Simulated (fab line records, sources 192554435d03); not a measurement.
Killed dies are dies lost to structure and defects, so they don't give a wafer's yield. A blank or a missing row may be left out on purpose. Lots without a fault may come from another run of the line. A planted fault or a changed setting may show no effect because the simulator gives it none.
Which tool did it? | flow n5_finfet | 12 lots, 36 wafers sampled, at 5 steps of a route of 1938

WHAT THE GAUGES READ, wafer by wafer
N5_BEOL_M4_THK_MEAS_53: measures by xrf.
lot  | measured     | on            | M4_THK (nm)
L074 | day 8 22:24  | film_metro-02 | 39.6 42.0 43.1
L077 | day 9 07:19  | film_metro-02 | 42.7 39.3 42.0
L078 | day 9 14:06  | film_metro-02 | 42.2 38.7 40.4
L082 | day 9 17:42  | film_metro-02 | 42.1 40.1 41.1
L083 | day 10 13:46 | film_metro-01 | 43.3 42.4 42.6
L084 | day 11 10:49 | film_metro-02 | 43.1 41.1 42.4
L087 | day 11 16:32 | film_metro-02 | 41.3 41.0 43.0
L089 | day 11 18:37 | film_metro-02 | 39.7 43.5 41.4
L090 | day 12 06:46 | film_metro-02 | 41.6 40.7 41.7
L092 | day 12 15:55 | film_metro-02 | 37.8 40.5 39.7
L095 | day 14 01:15 | film_metro-01 | 38.5 41.5 40.0
L096 | day 14 08:25 | film_metro-01 | 42.0 40.6 41.7

WHICH TOOL RAN EACH LOT (tool, then ch and the chambers of the sampled wafers, then the start)
lot  | N5_BEOL_M4_ETCH_69                 | N5_BEOL_M4_TRENCH_ETCH_37                     | N5_BEOL_M4_ANNEAL_89         | N5_BEOL_M4_SPUTTER_96
L074 | rie_diel-01 ch 0,2,3, day 8 13:01  | rie_diel-01 ch 0,1,2, day 8 20:49 or earlier  | pvd_sputter-01, day 8 20:49  | pvd_sputter-01, day 8 21:37
L077 | rie_diel-05 ch 2,3, day 8 23:29    | rie_diel-01 ch 0,3, day 9 05:41 or earlier    | pvd_sputter-01, day 9 05:41  | pvd_sputter-01, day 9 06:29
L078 | rie_diel-06 ch 1,2, day 9 02:50    | rie_diel-01 ch 1,2,3, day 9 12:23 or earlier  | pvd_sputter-03, day 9 12:23  | pvd_sputter-03, day 9 13:11
L082 | rie_diel-01 ch 0,2, day 9 09:49    | rie_diel-01 ch 1,2, day 9 16:07 or earlier    | pvd_sputter-02, day 9 16:07  | pvd_sputter-02, day 9 16:55
L083 | rie_diel-05 ch 1,2, day 9 23:57    | rie_diel-01 ch 1,2, day 10 12:11 or earlier   | pvd_sputter-02, day 10 12:11 | pvd_sputter-02, day 10 12:59
L084 | rie_diel-05 ch 0,2,3, day 11 04:10 | rie_diel-01 ch 2,3, day 11 09:05 or earlier   | pvd_sputter-02, day 11 09:05 | pvd_sputter-02, day 11 09:53
L087 | rie_diel-05 ch 0,1,2, day 11 08:31 | rie_diel-05 ch 0,2,3, day 11 14:57 or earlier | pvd_sputter-02, day 11 14:57 | pvd_sputter-02, day 11 15:45
L089 | rie_diel-06 ch 1,2, day 11 11:32   | rie_diel-06 ch 0,1, day 11 17:01 or earlier   | pvd_sputter-03, day 11 17:01 | pvd_sputter-03, day 11 17:49
L090 | rie_diel-05 ch 1,2,3, day 11 18:10 | rie_diel-05 ch 1,2,3, day 12 05:11 or earlier | pvd_sputter-02, day 12 05:11 | pvd_sputter-02, day 12 05:59
L092 | rie_diel-01 ch 1,2, day 12 07:01   | rie_diel-01 ch 0,1,2, day 12 14:19 or earlier | pvd_sputter-01, day 12 14:19 | pvd_sputter-01, day 12 15:07
L095 | rie_diel-05 ch 1,2,3, day 13 12:59 | rie_diel-01 ch 0,2,3, day 13 23:40 or earlier | pvd_sputter-01, day 13 23:40 | pvd_sputter-01, day 14 00:28
L096 | rie_diel-01 ch 0,2,3, day 13 23:49 | rie_diel-05 ch 0,2, day 14 06:40 or earlier   | pvd_sputter-03, day 14 06:40 | pvd_sputter-03, day 14 07:28
- N5_BEOL_M4_ETCH_69: etches SiARC in CF4, target depth 15.6 nm, time 26 s.
- N5_BEOL_M4_TRENCH_ETCH_37: etches SiOC in C4F6/O2, target depth 55.555 nm, time 29.2 s.
- N5_BEOL_M4_ANNEAL_89: time 240 s.
- N5_BEOL_M4_SPUTTER_96: material Cu, target thk 4.5 nm, time 8.29 s.

THE ANSWER, worked out from the rows above alone
Rule: what is usual is taken from the lots themselves. Put in order of their means at a reading, lots are off if they are a third of the lots or fewer, leave a main group of 4 or more, and stand apart from it by a gap of 3 or more times the standard deviation of the main group's means; of several such gaps the widest counts. A main group whose means are all the same, to the digits that the tables above print for the reading, isn't used. A lot without any number at a reading at which 4 lots or more have one is off too. The other lots that the step has rows for count as sound.
No lot is off at any reading shown: from this, nothing can be told.

WHAT THE SIMULATOR HAD PUT IN
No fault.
